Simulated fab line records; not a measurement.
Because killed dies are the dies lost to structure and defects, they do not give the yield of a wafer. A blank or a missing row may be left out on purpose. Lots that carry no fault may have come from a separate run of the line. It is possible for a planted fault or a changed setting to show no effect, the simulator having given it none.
fab line records ; flow nandHarc
[record] lots = 24; wafers = 72; lastDay = 33
route steps=1302 shown P_ZERO_WELL@46 P_GATE@155 P_M1@305 P_M2@343
lots untouched by any fault: they come from a run of this same line in which no faults occurred
startH: start of the lot's first displayed wafer, in hours after the record's first day ; waitH: hours since the lot's step before ; " unchanged from the row above ; L1.1+2: a row that stands for several wafers ; - either no value or no given start ; * or withheld: withheld ; < > ~ a bound
route shown NAME@n: names a module that has steps shown in the file, with the first one's number in the route ; usual: mean and standard deviation over wafers with no fault ; same: alike in all rows ; chamber/n: place in a boat ; sites: each site's reading ; _std_site: the values' standard deviation ; _edge_site: mean of outer sites minus mean of inner sites ; radiusMm: how far each site lies from the wafer's centre ; mask NAME#n: copy n ; behind: the tool/chamber that last shaped the wafer ; hold: reason for holding the lot/hours on hold/outcome of the hold ; device: names the non-switching transistor (n, p or np) ; end of line: the same wafers' tests at the end of the route ; a step without rows: its recipe alone ; killed: the dies lost at the first sort to structure and to defects; this is not the yield of the wafer ; map: the dies of a wafer, with x for killed, . for not killed, _ for no die there
set.NAME: setting as actually run; set.NAME@STEP: the setting as run at that earlier step ; model.NAME: the simulator's own value behind a step, which no gauge read
steps of the route over a sample of lots; a table a step, a row a wafer
services: the hour from which a tool's chamber was out of use, counted from the record's first day as startH (under 0 if before that day), plus the number of hours and why
[[steps]]
[step NHARC_P_ZERO_WELL_DESCUM_39]
[recipe] timeS = 3; o2FlowSccm = 200; arFlowSccm = 0; biasPowerW = 0; chemistry = O2
[usual] drypumpMotorCurrentA = 5.6/0.46; oesProductAu = 1.004/0.007; rfVppV = 58.0/0.9; showerheadPlenumPTorr = 1.96/0.075; throttleValvePct = 11.311/0.0085
[same] biasPowerW = 0
lot.wafer;tool;chamber;startH;waitH;drypumpMotorCurrentA;oesProductAu;rfHoursCounterH;rfVppV;showerheadPlenumPTorr;throttleValvePct
L074.1;rieDiel-05;0;24.26;-;5.3;1.015;43;57.7;1.99;11.313
L074.2;rieDiel-05;2;24.26;-;4.8;0.996;43;58.9;2.06;11.318
L074.6;rieDiel-05;3;24.26;-;5.3;1.010;-;58.3;1.88;11.312
L075.3;rieDiel-10;3;34.64;-;5.9;1.003;42;59.3;1.89;11.304
L075.1;rieDiel-10;0;34.64;-;5.0;1.011;41;56.5;1.97;11.318
L075.6;rieDiel-10;0;34.64;-;5.0;1.008;-;57.3;1.98;11.314
L076.4;rieDiel-05;2;44.12;-;4.9;0.996;51;58.4;2.06;11.301
L076.3;rieDiel-05;3;44.12;-;5.3;0.996;52;58.2;1.88;11.317
L076.2;rieDiel-05;0;44.12;-;5.3;0.997;50;57.8;1.98;11.293
L077.1;rieDiel-01;2;54.32;-;5.5;1.016;4;58.0;1.97;11.309
L077.6;rieDiel-01;2;54.32;-;5.5;1.004;-;59.3;1.97;11.306
L077.5;rieDiel-01;3;54.32;-;5.9;1.002;-;57.2;1.98;11.309
L078.4;rieDiel-01;2;64.59;-;5.5;1.009;8;58.1;1.97;11.310
L078.6;rieDiel-01;1;64.59;-;6.1;1.004;-;58.9;2.07;11.311
L078.5;rieDiel-01;2;64.59;-;5.5;1.000;-;57.5;1.97;11.303
L079.2;rieDiel-01;0;74.49;-;5.4;0.987;12;60.3;1.98;11.307
L079.6;rieDiel-01;1;74.49;-;6.1;0.998;-;58.7;2.07;11.308
L079.5;rieDiel-01;2;74.49;-;5.5;0.999;-;57.1;1.97;11.300
L080.1;rieDiel-01;0;84.51;-;5.4;1.001;17;58.1;1.98;11.301
L080.4;rieDiel-01;1;84.51;-;6.1;1.011;18;59.1;2.07;11.325
L080.6;rieDiel-01;2;84.51;-;5.5;1.010;-;56.9;1.96;11.309
L081.1;rieDiel-05;0;94.27;-;5.3;1.000;5;57.3;1.98;11.318
L081.3;rieDiel-05;2;94.27;-;4.9;1.004;11;59.2;2.05;11.320
L081.6;rieDiel-05;0;94.27;-;5.3;0.999;-;58.8;1.98;11.319
L082.1;rieDiel-05;1;104.36;-;6.1;0.991;13;58.6;1.83;11.318
L082.2;rieDiel-05;2;104.36;-;4.9;0.996;15;58.5;2.05;11.309
L082.4;rieDiel-05;0;104.36;-;5.3;1.006;7;59.6;1.98;11.313
L083.1;rieDiel-01;0;114.48;-;5.5;0.990;27;58.9;1.98;11.301
L083.5;rieDiel-01;1;114.48;-;6.1;1.000;-;59.1;2.07;11.296
L083.6;rieDiel-01;2;114.48;-;5.5;0.998;-;57.9;1.96;11.312
L084.2;rieDiel-05;3;124.13;-;5.3;1.002;20;58.0;1.87;11.314
L084.3;rieDiel-05;0;124.13;-;5.3;1.004;13;57.0;1.98;11.310
L084.5;rieDiel-05;2;124.13;-;4.8;0.995;-;57.1;2.05;11.306
L085.4;rieDiel-05;2;134.35;-;4.8;0.999;21;57.4;2.05;11.314
L085.2;rieDiel-05;3;134.35;-;5.3;1.010;21;59.2;1.87;11.298
L085.5;rieDiel-05;2;134.35;-;4.8;1.000;-;59.4;2.05;11.317
L086.1;rieDiel-10;0;144.31;-;5.0;1.000;26;57.3;1.96;11.288
L086.2;rieDiel-10;2;144.31;-;5.8;0.992;24;60.1;2.05;11.312
L086.3;rieDiel-10;3;144.31;-;5.9;1.002;23;59.2;1.88;11.311
L087.4;rieDiel-10;3;154.29;-;5.9;1.015;26;56.5;1.88;11.321
L087.6;rieDiel-10;0;154.29;-;5.0;1.009;-;57.3;1.96;11.324
L087.5;rieDiel-10;1;154.29;-;6.4;1.013;-;58.4;1.99;11.332
L088.1;rieDiel-05;2;164.72;-;4.8;0.991;34;57.4;2.05;11.303
L088.3;rieDiel-05;0;164.72;-;5.2;1.004;26;57.9;1.97;11.311
L088.4;rieDiel-05;1;164.72;-;6.0;1.003;31;57.1;1.83;11.313
L089.3;rieDiel-01;3;174.03;-;5.9;1.010;49;58.4;1.97;11.321
L089.6;rieDiel-01;1;174.03;-;6.1;1.002;-;60.4;2.06;11.305
L089.5;rieDiel-01;2;174.03;-;5.5;1.002;-;59.4;1.95;11.303
L090.1;rieDiel-05;3;184.39;-;5.3;1.014;38;57.2;1.87;11.293
L090.3;rieDiel-05;0;184.39;-;5.3;1.012;31;57.8;1.97;11.314
L090.5;rieDiel-05;3;184.39;-;5.3;1.006;-;57.5;1.87;11.329
L091.1;rieDiel-05;1;194.32;-;6.1;1.018;40;56.1;1.82;11.327
L091.2;rieDiel-05;2;194.32;-;4.9;0.996;42;58.3;2.04;11.310
L091.5;rieDiel-05;1;194.32;-;6.1;1.006;-;57.5;1.82;11.312
L092.2;rieDiel-10;2;206.32;-;5.8;1.003;46;59.3;2.04;11.308
L092.4;rieDiel-10;0;206.32;-;5.0;1.003;45;57.0;1.95;11.311
L092.1;rieDiel-10;1;206.32;-;6.5;1.005;52;58.6;1.98;11.318
L093.1;rieDiel-05;3;214.52;-;5.3;1.007;47;58.2;1.86;11.310
L093.5;rieDiel-05;3;214.52;-;5.3;1.010;-;57.7;1.86;11.302
L093.6;rieDiel-05;0;214.52;-;5.3;1.005;-;58.5;1.97;11.309
L094.1;rieDiel-10;1;224.94;-;6.4;1.000;57;57.2;1.98;11.301
L094.4;rieDiel-10;3;224.94;-;5.9;0.999;-;57.4;1.87;11.308
L094.6;rieDiel-10;1;224.94;-;6.4;0.999;-;59.6;1.98;11.302
L095.2;rieDiel-01;1;234.23;-;6.1;1.014;6;58.6;2.06;11.305
L095.1;rieDiel-01;3;234.23;-;5.9;1.018;5;57.3;1.96;11.304
L095.5;rieDiel-01;2;234.23;-;5.5;1.008;-;58.0;1.95;11.308
L096.3;rieDiel-05;3;244.46;-;5.3;1.004;2;56.7;1.86;11.312
L096.1;rieDiel-05;2;244.46;-;4.8;0.996;2;57.4;2.04;11.304
L096.6;rieDiel-05;0;244.46;-;5.3;1.008;-;58.2;1.97;11.308
L097.4;rieDiel-01;2;254.45;-;5.5;1.007;14;58.9;1.95;11.330
L097.2;rieDiel-01;0;254.45;-;5.5;0.992;13;58.9;1.96;11.312
L097.1;rieDiel-01;1;254.45;-;6.1;1.010;15;57.7;2.05;11.313
[step NHARC_P_GATE_ALD_36]
[recipe] targetThkA = 200; pulseTimeS = 60; aldCycles = 223; tempC = 400; material = SiNx
[usual] heaterPowerW = 873/64; precursorPulseHeightRel = 1.000/0.019
lot.wafer;tool;chamber;startH;waitH;heaterPowerW;precursorPulseHeightRel
L074.1;aldSin-04;3;102.73;-;898;1.016
L074.2;aldSin-04;0;103.77;-;923;0.993
L074.6;aldSin-04;3;106.91;-;874;1.017
L075.3;aldSin-02;0;109.44;-;864;0.977
L075.1;aldSin-02;1;110.50;-;802;0.990
L075.6;aldSin-02;3;112.61;-;805;1.012
L076.3;aldSin-01;3;114.36;-;917;1.003
L076.2;aldSin-01;2;117.20;-;937;0.982
L076.4;aldSin-01;1;120.05;-;924;1.009
L077.1;aldSin-04;3;130.43;-;885;0.992
L077.6;aldSin-04;0;131.49;-;949;1.011
L077.5;aldSin-04;1;132.55;-;786;1.035
L078.4;aldSin-02;1;146.85;-;774;0.977
L078.6;aldSin-02;0;150.07;-;898;0.994
L078.5;aldSin-02;1;151.14;-;762;1.004
L079.2;aldSin-01;2;151.64;-;970;1.021
L079.6;aldSin-01;3;152.71;-;925;1.021
L079.5;aldSin-01;0;153.78;-;877;0.998
L080.4;aldSin-04;3;160.29;-;881;1.033
L080.1;aldSin-04;1;162.39;-;798;1.019
L080.6;aldSin-04;3;164.50;-;890;0.997
L081.1;aldSin-02;0;168.52;-;907;0.998
L081.3;aldSin-02;2;170.66;-;883;0.989
L081.6;aldSin-02;0;172.79;-;874;0.997
L082.4;aldSin-01;1;183.15;-;905;1.022
L082.1;aldSin-01;3;185.25;-;951;1.023
L082.2;aldSin-01;0;186.30;-;878;1.016
L083.1;aldSin-04;3;185.52;-;879;1.005
L083.6;aldSin-04;1;187.64;-;809;0.988
L083.5;aldSin-04;2;188.70;-;844;1.013
L084.3;aldSin-02;0;204.77;-;859;1.008
L084.2;aldSin-02;1;205.84;-;749;1.023
L084.5;aldSin-02;0;209.04;-;904;0.979
L085.2;aldSin-04;0;216.73;-;946;1.003
L085.4;aldSin-04;2;218.84;-;826;1.011
L085.5;aldSin-04;0;220.96;-;946;0.985
L086.3;aldSin-02;0;217.82;-;922;1.001
L086.1;aldSin-02;1;218.86;-;751;0.987
L086.2;aldSin-02;2;219.91;-;867;1.006
L087.4;aldSin-01;3;231.19;-;980;0.986
L087.5;aldSin-01;0;232.25;-;829;0.988
L087.6;aldSin-01;1;233.30;-;910;0.971
L088.3;aldSin-04;1;243.50;-;836;0.977
L088.4;aldSin-04;2;244.58;-;867;0.987
L088.1;aldSin-04;3;245.66;-;894;1.000
L089.3;aldSin-02;3;246.83;-;788;1.001
L089.6;aldSin-02;0;247.86;-;908;0.959
L089.5;aldSin-02;1;248.89;-;762;1.009
L090.3;aldSin-01;2;267.75;-;1003;1.004
L090.1;aldSin-01;0;269.88;-;850;1.007
L090.5;aldSin-01;2;272.01;-;986;1.019
L091.1;aldSin-02;2;269.10;-;887;0.975
L091.2;aldSin-02;3;270.15;-;800;1.026
L091.5;aldSin-02;2;273.31;-;871;1.017
L092.1;aldSin-04;2;285.20;-;872;1.036
L092.2;aldSin-04;0;288.03;-;880;0.994
L092.4;aldSin-04;0;292.27;-;854;0.970
L093.1;aldSin-01;1;296.48;-;881;0.998
L093.5;aldSin-01;0;299.69;-;847;1.003
L093.6;aldSin-01;1;300.76;-;893;1.001
L094.4;aldSin-02;0;306.64;-;916;0.999
L094.1;aldSin-02;1;307.71;-;742;0.969
L094.6;aldSin-02;1;311.99;-;752;1.003
L095.1;aldSin-04;0;307.06;-;876;0.988
L095.2;aldSin-04;2;309.15;-;866;0.982
L095.5;aldSin-04;3;310.19;-;903;1.010
L096.1;aldSin-01;2;316.52;-;974;0.980
L096.3;aldSin-01;1;319.71;-;896;1.017
L096.6;aldSin-01;3;321.84;-;1014;1.003
L097.1;aldSin-04;1;331.81;-;825;0.977
L097.2;aldSin-04;2;332.86;-;886;1.018
L097.4;aldSin-04;3;333.90;-;877;0.991
[step NHARC_P_GATE_RTA_64]
[recipe] tempC = 1050; timeS = 1
[usual] lampPowerPct = 35.1/2.1; wafer_temp_C_max = 1056.8/2.4
lot.wafer;tool;chamber;startH;waitH;lampPowerPct;wafer_temp_C_max
L074.1;rtpAnneal-01;0;118.58;-;33.3;1059.3
L074.2;rtpAnneal-01;0;118.58;-;33.3;1058.0
L074.6;rtpAnneal-01;0;118.58;-;33.2;1057.5
L075.1;rtpAnneal-02;0;123.08;-;37.7;1054.0
L075.3;rtpAnneal-02;0;123.08;-;37.6;1055.7
L075.6;rtpAnneal-02;0;123.08;-;37.6;1055.1
L076.2;rtpAnneal-02;0;132.39;-;37.6;1055.5
L076.3;rtpAnneal-02;0;132.39;-;37.7;1053.1
L076.4;rtpAnneal-02;0;132.39;-;37.6;1053.5
L077.1;rtpAnneal-01;0;143.07;-;33.3;1058.1
L077.5;rtpAnneal-01;0;143.07;-;33.3;1058.8
L077.6;rtpAnneal-01;0;143.07;-;33.3;1056.5
L078.4;rtpAnneal-01;0;161.48;-;33.3;1058.8
L078.5;rtpAnneal-01;0;161.48;-;33.3;1057.6
L078.6;rtpAnneal-01;0;161.48;-;33.3;1062.0
L079.2;rtpAnneal-02;0;164.39;-;37.5;1054.8
L079.5;rtpAnneal-02;0;164.39;-;37.5;1054.6
L079.6;rtpAnneal-02;0;164.39;-;37.6;1053.1
L080.1;rtpAnneal-02;0;176.28;-;37.6;1055.0
L080.4;rtpAnneal-02;0;176.28;-;37.6;1054.5
L080.6;rtpAnneal-02;0;176.28;-;37.5;1055.5
L081.1;rtpAnneal-01;0;183.22;-;33.3;1058.4
L081.3;rtpAnneal-01;0;183.22;-;33.4;1063.5
L081.6;rtpAnneal-01;0;183.22;-;33.3;1058.6
L082.1;rtpAnneal-01;0;198.86;-;33.3;1060.9
L082.2;rtpAnneal-01;0;198.86;-;33.2;1058.4
L082.4;rtpAnneal-01;0;198.86;-;33.3;1057.4
L083.1;rtpAnneal-02;0;199.25;-;37.6;1054.0
L083.5;rtpAnneal-02;0;199.25;-;37.6;1053.8
L083.6;rtpAnneal-02;0;199.25;-;37.6;1053.3
L084.2;rtpAnneal-01;0;219.61;-;33.2;1060.6
L084.3;rtpAnneal-01;0;219.61;-;33.3;1059.9
L084.5;rtpAnneal-01;0;219.61;-;33.2;1057.3
L085.2;rtpAnneal-01;0;231.39;-;33.3;1058.9
L085.4;rtpAnneal-01;0;231.39;-;33.3;1058.5
L085.5;rtpAnneal-01;0;231.39;-;33.3;1057.9
L086.1;rtpAnneal-02;0;233.42;-;37.6;1054.6
L086.2;rtpAnneal-02;0;233.42;-;37.6;1054.8
L086.3;rtpAnneal-02;0;233.42;-;37.6;1054.4
L087.4;rtpAnneal-01;0;243.95;-;33.3;1059.5
L087.5;rtpAnneal-01;0;243.95;-;33.3;1060.2
L087.6;rtpAnneal-01;0;243.95;-;33.3;1057.3
L089.3;rtpAnneal-01;0;259.30;-;33.3;1059.6
L089.5;rtpAnneal-01;0;259.30;-;33.3;1059.5
L089.6;rtpAnneal-01;0;259.30;-;33.2;1058.6
L088.1;rtpAnneal-01;0;260.00;-;33.3;1062.1
L088.3;rtpAnneal-01;0;260.00;-;33.3;1059.8
L088.4;rtpAnneal-01;0;260.00;-;33.3;1059.0
L090.1;rtpAnneal-01;0;283.06;-;33.3;1057.3
L090.3;rtpAnneal-01;0;283.06;-;33.3;1056.5
L090.5;rtpAnneal-01;0;283.06;-;33.4;1058.3
L091.1;rtpAnneal-01;0;284.96;-;33.3;1058.9
L091.2;rtpAnneal-01;0;284.96;-;33.3;1058.2
L091.5;rtpAnneal-01;0;284.96;-;33.3;1057.9
L092.1;rtpAnneal-01;0;302.90;-;33.3;1058.2
L092.2;rtpAnneal-01;0;302.90;-;33.3;1056.7
L092.4;rtpAnneal-01;0;302.90;-;33.3;1058.6
L093.1;rtpAnneal-02;0;311.16;-;37.6;1055.2
L093.5;rtpAnneal-02;0;311.16;-;37.6;1055.1
L093.6;rtpAnneal-02;0;311.16;-;37.6;1052.9
L095.1;rtpAnneal-01;0;321.79;-;33.3;1058.9
L095.2;rtpAnneal-01;0;321.79;-;33.3;1058.3
L095.5;rtpAnneal-01;0;321.79;-;33.3;1059.8
L094.1;rtpAnneal-02;0;322.56;-;37.6;1054.5
L094.4;rtpAnneal-02;0;322.56;-;37.6;1054.5
L094.6;rtpAnneal-02;0;322.56;-;37.6;1056.2
L096.1;rtpAnneal-02;0;332.36;-;37.6;1054.0
L096.3;rtpAnneal-02;0;332.36;-;37.6;1055.8
L096.6;rtpAnneal-02;0;332.36;-;37.6;1054.3
L097.1;rtpAnneal-02;0;346.57;-;37.6;1053.7
L097.2;rtpAnneal-02;0;346.57;-;37.6;1053.0
L097.4;rtpAnneal-02;0;346.57;-;37.5;1054.7
[step NHARC_P_GATE_RTA_80]
[recipe] tempC = 300; timeS = 30
[usual] wafer_temp_C_max = 301.9/0.65
lot.wafer;tool;chamber;startH;waitH;wafer_temp_C_max
L074.1;rtpAnneal-01;0;119.20;-;302.1
L074.2;rtpAnneal-01;0;119.20;-;301.8
L074.6;rtpAnneal-01;0;119.20;-;302.7
L075.1;rtpAnneal-02;0;123.69;-;301.5
L075.3;rtpAnneal-02;0;123.69;-;301.6
L075.6;rtpAnneal-02;0;123.69;-;301.3
L076.2;rtpAnneal-01;0;132.99;-;303.3
L076.3;rtpAnneal-01;0;132.99;-;302.7
L076.4;rtpAnneal-01;0;132.99;-;301.7
L077.1;rtpAnneal-01;0;143.66;-;302.6
L077.5;rtpAnneal-01;0;143.66;-;302.6
L077.6;rtpAnneal-01;0;143.66;-;302.6
L078.4;rtpAnneal-02;0;162.08;-;301.6
L078.5;rtpAnneal-02;0;162.08;-;301.7
L078.6;rtpAnneal-02;0;162.08;-;301.4
L079.2;rtpAnneal-01;0;164.99;-;301.3
L079.5;rtpAnneal-01;0;164.99;-;302.6
L079.6;rtpAnneal-01;0;164.99;-;302.1
L080.1;rtpAnneal-02;0;177.03;-;301.8
L080.4;rtpAnneal-02;0;177.03;-;301.3
L080.6;rtpAnneal-02;0;177.03;-;301.1
L081.1;rtpAnneal-02;0;183.82;-;301.2
L081.3;rtpAnneal-02;0;183.82;-;301.5
L081.6;rtpAnneal-02;0;183.82;-;301.3
L082.1;rtpAnneal-01;0;199.46;-;301.5
L082.2;rtpAnneal-01;0;199.46;-;301.9
L082.4;rtpAnneal-01;0;199.46;-;301.9
L083.1;rtpAnneal-02;0;199.86;-;301.5
L083.5;rtpAnneal-02;0;199.86;-;301.2
L083.6;rtpAnneal-02;0;199.86;-;301.1
L084.2;rtpAnneal-01;0;220.20;-;301.8
L084.3;rtpAnneal-01;0;220.20;-;302.9
L084.5;rtpAnneal-01;0;220.20;-;301.7
L085.2;rtpAnneal-02;0;232.13;-;301.1
L085.4;rtpAnneal-02;0;232.13;-;301.6
L085.5;rtpAnneal-02;0;232.13;-;301.4
L086.1;rtpAnneal-02;0;234.02;-;301.0
L086.2;rtpAnneal-02;0;234.02;-;301.0
L086.3;rtpAnneal-02;0;234.02;-;301.5
L087.4;rtpAnneal-02;0;244.55;-;301.6
L087.5;rtpAnneal-02;0;244.55;-;301.7
L087.6;rtpAnneal-02;0;244.55;-;301.5
L089.3;rtpAnneal-02;0;259.89;-;301.2
L089.5;rtpAnneal-02;0;259.89;-;301.2
L089.6;rtpAnneal-02;0;259.89;-;301.5
L088.1;rtpAnneal-01;0;260.60;-;301.6
L088.3;rtpAnneal-01;0;260.60;-;302.4
L088.4;rtpAnneal-01;0;260.60;-;301.8
L090.1;rtpAnneal-02;0;283.67;-;301.6
L090.3;rtpAnneal-02;0;283.67;-;301.3
L090.5;rtpAnneal-02;0;283.67;-;300.9
L091.1;rtpAnneal-01;0;285.56;-;301.6
L091.2;rtpAnneal-01;0;285.56;-;302.2
L091.5;rtpAnneal-01;0;285.56;-;302.8
L092.1;rtpAnneal-01;0;303.52;-;302.1
L092.2;rtpAnneal-01;0;303.52;-;302.6
L092.4;rtpAnneal-01;0;303.52;-;301.6
L093.1;rtpAnneal-01;0;311.77;-;302.6
L093.5;rtpAnneal-01;0;311.77;-;302.5
L093.6;rtpAnneal-01;0;311.77;-;302.6
L095.1;rtpAnneal-01;0;322.39;-;302.9
L095.2;rtpAnneal-01;0;322.39;-;303.4
L095.5;rtpAnneal-01;0;322.39;-;302.1
L094.1;rtpAnneal-01;0;323.16;-;302.7
L094.4;rtpAnneal-01;0;323.16;-;302.0
L094.6;rtpAnneal-01;0;323.16;-;302.9
L096.1;rtpAnneal-02;0;332.96;-;300.9
L096.3;rtpAnneal-02;0;332.96;-;301.6
L096.6;rtpAnneal-02;0;332.96;-;301.5
L097.1;rtpAnneal-01;0;347.17;-;302.8
L097.2;rtpAnneal-01;0;347.17;-;302.3
L097.4;rtpAnneal-01;0;347.17;-;301.9
[step NHARC_P_M1_DEGAS_29]
[recipe] tempC = 250; timeS = 60
[usual] heaterPowerW = 323/34
lot.wafer;tool;chamber;startH;waitH;heaterPowerW
L074.1;pvdSputter-03;-;130.69;-;369
L074.2;pvdSputter-03;-;130.69;-;327
L074.6;pvdSputter-03;-;130.69;-;358
L075.1;pvdSputter-01;-;135.62;-;336
L075.3;pvdSputter-01;-;135.62;-;293
L075.6;pvdSputter-01;-;135.62;-;298
L076.4;pvdSputter-03;-;144.63;-;375
L076.2;pvdSputter-03;-;144.63;-;285
L076.3;pvdSputter-03;-;144.63;-;299
L077.1;pvdSputter-01;-;155.25;-;287
L077.5;pvdSputter-01;-;155.25;-;329
L077.6;pvdSputter-01;-;155.25;-;289
L078.4;pvdSputter-01;-;173.43;-;338
L078.6;pvdSputter-01;-;173.43;-;342
L078.5;pvdSputter-01;-;173.43;-;285
L079.2;pvdSputter-01;-;176.55;-;350
L079.5;pvdSputter-01;-;176.55;-;314
L079.6;pvdSputter-01;-;176.55;-;356
L080.1;pvdSputter-01;-;188.60;-;291
L080.4;pvdSputter-01;-;188.60;-;314
L080.6;pvdSputter-01;-;188.60;-;314
L081.1;pvdSputter-01;-;196.24;-;346
L081.3;pvdSputter-01;-;196.24;-;341
L081.6;pvdSputter-01;-;196.24;-;337
L082.4;pvdSputter-02;-;211.83;-;394
L082.1;pvdSputter-02;-;211.83;-;283
L082.2;pvdSputter-02;-;211.83;-;286
L083.1;pvdSputter-01;-;212.00;-;296
L083.5;pvdSputter-01;-;212.00;-;316
L083.6;pvdSputter-01;-;212.00;-;351
L084.2;pvdSputter-03;-;232.06;-;382
L084.3;pvdSputter-03;-;232.06;-;287
L084.5;pvdSputter-03;-;232.06;-;311
L085.4;pvdSputter-01;-;244.02;-;349
L085.2;pvdSputter-01;-;244.02;-;302
L085.5;pvdSputter-01;-;244.02;-;335
L086.3;pvdSputter-02;-;246.41;-;390
L086.2;pvdSputter-02;-;246.41;-;281
L086.1;pvdSputter-02;-;246.41;-;336
L087.4;pvdSputter-03;-;256.73;-;380
L087.5;pvdSputter-03;-;256.73;-;287
L087.6;pvdSputter-03;-;256.73;-;312
L089.3;pvdSputter-03;-;271.45;-;313
L089.5;pvdSputter-03;-;271.45;-;374
L089.6;pvdSputter-03;-;271.45;-;280
L088.1;pvdSputter-03;-;272.79;-;274
L088.3;pvdSputter-03;-;272.79;-;321
L088.4;pvdSputter-03;-;272.79;-;382
L090.3;pvdSputter-03;-;295.66;-;304
L090.1;pvdSputter-03;-;295.66;-;320
L090.5;pvdSputter-03;-;295.66;-;277
L091.2;pvdSputter-03;-;298.20;-;307
L091.1;pvdSputter-03;-;298.20;-;319
L091.5;pvdSputter-03;-;298.20;-;277
L092.1;pvdSputter-01;-;315.06;-;298
L092.4;pvdSputter-01;-;315.06;-;307
L092.2;pvdSputter-01;-;315.06;-;346
L093.1;pvdSputter-03;-;323.70;-;313
L093.5;pvdSputter-03;-;323.70;-;380
L093.6;pvdSputter-03;-;323.70;-;279
L095.2;pvdSputter-03;-;334.01;-;378
L095.1;pvdSputter-03;-;334.01;-;310
L095.5;pvdSputter-03;-;334.01;-;315
L094.1;pvdSputter-02;-;335.25;-;307
L094.4;pvdSputter-02;-;335.25;-;270
L094.6;pvdSputter-02;-;335.25;-;303
L096.3;pvdSputter-01;-;344.65;-;306
L096.1;pvdSputter-01;-;344.65;-;353
L096.6;pvdSputter-01;-;344.65;-;343
L097.2;pvdSputter-03;-;358.89;-;381
L097.1;pvdSputter-03;-;358.89;-;310
L097.4;pvdSputter-03;-;358.89;-;319
[step NHARC_P_M2_ANNEAL_31]
[recipe] tempC = 225; timeS = 90
[usual] wafer_temp_C_max = 226.3/0.48
lot.wafer;tool;chamber;startH;waitH;wafer_temp_C_max
L074.1;rtpAnneal-02;0;135.57;-;225.7
L074.2;rtpAnneal-02;0;135.57;-;226.4
L074.6;rtpAnneal-02;0;135.57;-;226.1
L075.1;rtpAnneal-02;0;140.52;0.3;226.0
L075.3;rtpAnneal-02;0;140.52;0.3;225.8
L075.6;rtpAnneal-02;0;140.52;0.3;226.3
L076.2;rtpAnneal-02;0;149.65;0.3;226.4
L076.3;rtpAnneal-02;0;149.65;0.3;226.1
L076.4;rtpAnneal-02;0;149.65;0.3;225.8
L077.1;rtpAnneal-02;0;160.13;-;226.0
L077.5;rtpAnneal-02;0;160.13;-;225.7
L077.6;rtpAnneal-02;0;160.13;-;226.6
L078.4;rtpAnneal-01;0;178.35;-;226.3
L078.5;rtpAnneal-01;0;178.35;-;227.4
L078.6;rtpAnneal-01;0;178.35;-;226.6
L079.2;rtpAnneal-01;0;181.62;-;226.8
L079.5;rtpAnneal-01;0;181.62;-;227.0
L079.6;rtpAnneal-01;0;181.62;-;226.6
L080.1;rtpAnneal-02;0;193.33;-;226.1
L080.4;rtpAnneal-02;0;193.33;-;225.8
L080.6;rtpAnneal-02;0;193.33;-;225.6
L081.1;rtpAnneal-02;0;201.12;0.3;225.9
L081.3;rtpAnneal-02;0;201.12;0.3;225.9
L081.6;rtpAnneal-02;0;201.12;0.3;226.2
L082.1;rtpAnneal-01;0;216.62;0.3;227.2
L082.2;rtpAnneal-01;0;216.62;0.3;226.7
L082.4;rtpAnneal-01;0;216.62;0.3;226.5
L083.1;rtpAnneal-02;0;216.87;-;226.2
L083.5;rtpAnneal-02;0;216.87;-;225.9
L083.6;rtpAnneal-02;0;216.87;-;225.8
L084.2;rtpAnneal-01;0;237.33;-;226.2
L084.3;rtpAnneal-01;0;237.33;-;226.3
L084.5;rtpAnneal-01;0;237.33;-;226.7
L085.2;rtpAnneal-02;0;248.96;0.3;226.2
L085.4;rtpAnneal-02;0;248.96;0.3;226.1
L085.5;rtpAnneal-02;0;248.96;0.3;226.0
L086.1;rtpAnneal-02;0;251.53;0.3;226.0
L086.2;rtpAnneal-02;0;251.53;0.3;226.0
L086.3;rtpAnneal-02;0;251.53;0.3;225.8
L087.4;rtpAnneal-01;0;261.80;0.3;226.5
L087.5;rtpAnneal-01;0;261.80;0.3;226.6
L087.6;rtpAnneal-01;0;261.80;0.3;227.5
L089.3;rtpAnneal-01;0;276.61;0.3;226.5
L089.5;rtpAnneal-01;0;276.61;0.3;227.1
L089.6;rtpAnneal-01;0;276.61;0.3;226.2
L088.1;rtpAnneal-02;0;277.77;0.4;225.9
L088.3;rtpAnneal-02;0;277.77;0.4;226.1
L088.4;rtpAnneal-02;0;277.77;0.4;226.0
L090.1;rtpAnneal-01;0;300.98;0.3;227.0
L090.3;rtpAnneal-01;0;300.98;0.3;226.6
L090.5;rtpAnneal-01;0;300.98;0.3;226.9
L091.1;rtpAnneal-02;0;303.19;-;226.5
L091.2;rtpAnneal-02;0;303.19;-;226.4
L091.5;rtpAnneal-02;0;303.19;-;225.9
L092.1;rtpAnneal-02;0;320.08;-;226.0
L092.2;rtpAnneal-02;0;320.08;-;225.6
L092.4;rtpAnneal-02;0;320.08;-;226.0
L093.1;rtpAnneal-01;0;328.97;0.3;227.6
L093.5;rtpAnneal-01;0;328.97;0.3;226.9
L093.6;rtpAnneal-01;0;328.97;0.3;226.8
L095.1;rtpAnneal-02;0;338.90;0.3;225.9
L095.2;rtpAnneal-02;0;338.90;0.3;225.9
L095.5;rtpAnneal-02;0;338.90;0.3;225.7
L094.1;rtpAnneal-01;0;340.14;0.3;226.5
L094.4;rtpAnneal-01;0;340.14;0.3;226.8
L094.6;rtpAnneal-01;0;340.14;0.3;227.6
L096.1;rtpAnneal-01;0;349.75;-;227.0
L096.3;rtpAnneal-01;0;349.75;-;227.2
L096.6;rtpAnneal-01;0;349.75;-;226.4
L097.1;rtpAnneal-01;0;363.89;-;226.4
L097.2;rtpAnneal-01;0;363.89;-;226.5
L097.4;rtpAnneal-01;0;363.89;-;226.9
[[services]]
tool;chamber;startH;hours;kind
rtpAnneal-02;-;12.00;12.0;pm
aldSin-04;1;13.87;15.0;repair
rieDiel-01;-;15.69;0.5;repair
pvdSputter-03;-;19.67;13.8;repair
rieDiel-05;-;36.00;0.8;repair
pvdSputter-01;-;48.02;10.0;pm
rieDiel-05;-;52.60;9.0;pm
aldSin-04;-;76.00;10.0;pm
pvdSputter-03;-;80.88;0.7;repair
rieDiel-05;-;94.72;0.4;repair
pvdSputter-01;-;126.84;5.6;repair
rieDiel-05;-;130.43;1.3;repair
pvdSputter-03;-;170.00;10.0;pm
pvdSputter-01;-;226.02;10.0;pm
rieDiel-05;-;229.62;9.0;pm
rieDiel-05;3;247.37;4.5;repair
aldSin-04;2;253.65;25.6;repair
aldSin-04;-;254.00;10.0;pm
pvdSputter-03;-;279.82;1.2;repair
aldSin-04;1;285.19;10.6;repair
pvdSputter-01;-;287.67;6.3;repair
pvdSputter-03;-;338.29;6.5;repair
pvdSputter-03;-;348.00;10.0;pm
pvdSputter-01;-;348.72;1.4;repair
[[key]]
fault none
